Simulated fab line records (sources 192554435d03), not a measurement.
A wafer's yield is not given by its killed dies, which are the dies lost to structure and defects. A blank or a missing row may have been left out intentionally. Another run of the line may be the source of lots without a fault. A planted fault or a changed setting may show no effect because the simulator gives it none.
Matching of chambers    flow n5 finfet    N5_BEOL_M6_DESCUM_16 on rie diel-04: 4 sister chambers
The step chemistry O2, time 7.9 s. 4 wafers are shown with their chamber, then 9 later ones without.

WAFERS WITH THEIR CHAMBER
wafer   chamber  drypump motor current A (A)
L091.2  2        5.7
L093.1  3        5.1
L093.2  0        6.0
L093.3  1        5.6

WAFERS MISSING THEIR CHAMBER
wafer   drypump motor current A (A)
L093.4  5.7
L093.5  5.0
L093.6  6.0
L094.1  5.0
L094.2  5.6
L094.3  6.0
L094.4  5.7
L094.5  5.6
L094.6  6.0

WHICH CHAMBER EACH WENT THROUGH
wafer   from the rows above  in truth
L093.4  2                    2
L093.5  3                    3
L093.6  0                    0
L094.1  3                    3
L094.2  1                    1
L094.3  0                    0
L094.4  2                    2
L094.5  1                    1
L094.6  0                    0
9 of 9 placed correctly. Left unplaced by these rows: 0. Placed wrongly: 0.
How it was worked out, from the rows above alone: a wafer's distance from a chamber is the root of the sum, over the readings, of the square of ((its reading less the chamber's mean) divided by the reading's scatter). The wafer belongs to the nearest chamber; if the next one is less than 2 further off, it can't be placed. A chamber's mean is the mean of its shown wafers. The scatter (one wafer shown for each chamber): square how far every hidden wafer sits from the nearest shown wafer, average those squares and take the square root.
